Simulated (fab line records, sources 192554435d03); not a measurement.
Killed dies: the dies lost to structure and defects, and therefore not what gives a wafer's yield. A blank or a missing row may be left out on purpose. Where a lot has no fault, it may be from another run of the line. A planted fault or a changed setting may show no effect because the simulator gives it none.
A struck lot beside a sound one / flow n5_finfet / 17 out of 1938 route steps
Sound: wafers L306.2, L306.3, L306.4. Struck: wafer L324.2 (left out: L324.1, L324.5 of the same lot, which were not struck); the cause appears at the end.
At each step with rows: each side's tool, then ch and its chambers, then its first start. Under that, the readings that differ: sound wafers / struck wafers / difference of the means / sigmas: that difference in standard deviations of wafers without a fault.
alike: a reading whose means differ by less than 2 such deviations, as well as words and numbers matching on both sides. not compared: withheld readings; readings where some wafer has no value; bounds like >300 that might hide an equal value; numbers whose values overlap and for which the record gives no deviation.
The two part at a step that has a row with sigmas, a row that says differs or no value, or rows on one side only. Numbers that don't overlap but have no deviation are shown without sigmas and don't part them. A reading missing from all wafers of one side parts the sides only when that side holds two or more wafers.

first, 1 step without rows for these wafers: N5_BEOL_M0_SAQP_STRIP_80 (strips in N2/H2).
N5_BEOL_M0_SAQP_HM_OPEN_112: chemistry CHF3/O2, target SiO2, stops on a-Si, target depth 12 nm, time 13.5 s.
  sound on rie_diel-02 ch 0,1,2, day 6 20:03; struck on rie_diel-06 ch 0, day 10 01:12
  alike: drypump_motor_current_A, oes_product_au, rf_vpp_V, showerhead_plenum_p_Torr, throttle_valve_pct
  not compared: rf_hours_counter_h
then, 1 step without rows for these wafers: N5_BEOL_M0_SAQP_STRIP_113 (strips in CHF3/O2).
N5_BEOL_M0_SAQP_MANDREL_ETCH_20: etches a-Si in HBr/Cl2, stops on SiNx, target depth 60 nm, bt time 10 s, time 30 s.
  sound on rie_si-02 ch 0,2,3, day 6 20:08; struck on rie_si-02 ch 1, day 10 01:17
reading=rf_hours_counter_h (h); sound=178 186 61; struck=9; difference=-133; sigmas=
  alike: drypump_motor_current_A, oes_product_au, throttle_valve_pct
N5_BEOL_M0_SAQP_STRIP_86: strips in N2/H2.
  sound on rie_diel-04 ch 0,1,3, day 6 20:14; struck on rie_diel-06 ch 3, day 10 01:23
  alike: drypump_motor_current_A, h2_flow_sccm, oes_product_au, rf_vpp_V, showerhead_plenum_p_Torr, throttle_valve_pct
  not compared: rf_hours_counter_h
then, 2 steps without rows for these wafers: N5_BEOL_M0_SAQP_STRIP_115 (strips in post etch residue remover, time 60 s); N5_BEOL_M0_SAQP_SRD_93 (time 30 s).
N5_BEOL_M0_SAQP_RECESS_114: chemistry HF/NH3, target SiO2, target depth 14.4 nm, afs cycles 3, sublimation time 60 s.
  sound on vapor_etch-02 ch 0,1, day 6 20:22; struck on vapor_etch-01 ch 1, day 10 01:31
  alike: drypump_motor_current_A, foreline_p_Torr
N5_BEOL_M0_SAQP_SPACER1_ALD_98: deposits SiO2, target thk 12.8 nm, pulse time 1 s, purge time 2 s.
  sound on ald_sin-04 ch 0,2,3, day 6 20:46; struck on ald_sin-02 ch 0, day 10 01:53
reading=since_wet_clean_h (h); sound=133 133 133; struck=316; difference=+183; sigmas=
  alike: heater_power_w, precursor_pulse_height_rel
then, 2 steps without rows for these wafers: N5_BEOL_M0_SAQP_SPACER1_ETCHBACK_99 (etches SiO2 in CHF3/O2, target depth 15.4 nm, time 7.7 s); N5_BEOL_M0_SAQP_MANDREL1_REMOVE_100 (chemistry HBr/Cl2/O2, target a-Si, stops on SiNx, bt time 10 s).
N5_BEOL_M0_SAQP_CD_MEAS_25: target cd 13.1 nm.
  sound on cd_sem-01 ch 0, day 6 21:31; struck on cd_sem-01 ch 0, day 10 02:34
  alike: cd_nm
N5_BEOL_M0_SAQP_ETCH_101: etches SiNx in CH3F/O2, target depth 29.9 nm, time 42.7 s.
  sound on rie_diel-02 ch 0,1,2, day 6 21:35; struck on rie_diel-02 ch 0, day 10 02:37
reading=oes_product_au (a.u.); sound=0.71 0.75 0.93; struck=0.59; difference=-0.21; sigmas=-2
reading=rf_hours_counter_h (h); sound=210 136 14; struck=235; difference=+115; sigmas=
reading=model.etch.depth_nm (nm); sound=29.2 29.08 29.2; struck=22.11; difference=-7.05; sigmas=
  alike: drypump_motor_current_A, rf_vpp_V, showerhead_plenum_p_Torr, throttle_valve_pct
N5_BEOL_M0_SAQP_ETCH_102: etches SiO2 in CF4, target depth 4 nm, time 4.4 s.
  sound on rie_si-02 ch 0,2,3, day 6 21:42; struck on rie_si-03 ch 2, day 10 02:43
reading=oes_product_au (a.u.); sound=1.038 1.005 1.019; struck=0.416; difference=-0.605; sigmas=-38
  alike: cf4_flow_sccm, drypump_motor_current_A, throttle_valve_pct
  not compared: rf_hours_counter_h
then, 1 step without rows for these wafers: N5_BEOL_M0_SAQP_MANDREL_ETCH_103 (etches a-Si in HBr/Cl2, stops on SiCN, target depth 45 nm, bt time 10 s, time 27 s).
-- here the record skips 3 days between the struck wafers' starts before and after, leaving off in module BEOL_M0_SAQP and picking up in module BEOL_M4 (first step shown: number 1111 of the route) --
N5_BEOL_M4_RC_MEAS_101:
  sound on prober-02 ch 0, day 9 21:12; struck on prober-01 ch 0, day 12 22:38
  alike: DIBL_N, DIBL_P, IOFF_N, IOFF_P, ION_N, ION_P, SS_N, SS_P, VT_N, VT_P
-- record jumps: 5 days separate the struck wafers' starts on either side; left off in module BEOL_M4, taken up again in module PASSIVATION, whose first shown step is the route's number 1936 --
N5_PASSIVATION_PROBE_49:
  sound: prober-01 at day 14 19:49; struck: prober-02 at day 17 15:01
reading=killed_at_M4_up; sound=18 16 21; struck=6; difference=-12; sigmas=-2
reading=killed_at_front_end; sound=74 30 33; struck=24; difference=-22; sigmas=-2
  alike: defect_limited_yield, killed_at_M0_to_M3, killed_at_contacts, killed_at_other, killed_dies, killed_open, killed_short, sort_bin_5_function, sort_bin_6_memory, sort_bin_8_speed, sort_n_pass, sort_yield_pct

WHERE THEY PART
Earliest at N5_BEOL_M0_SAQP_ETCH_101; latest, in this record, at N5_PASSIVATION_PROBE_49.

WHY: the cause the simulator had injected
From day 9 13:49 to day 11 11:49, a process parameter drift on rie_diel-02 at N5_BEOL_M0_SAQP_ETCH_101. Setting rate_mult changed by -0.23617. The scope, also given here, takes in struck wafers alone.
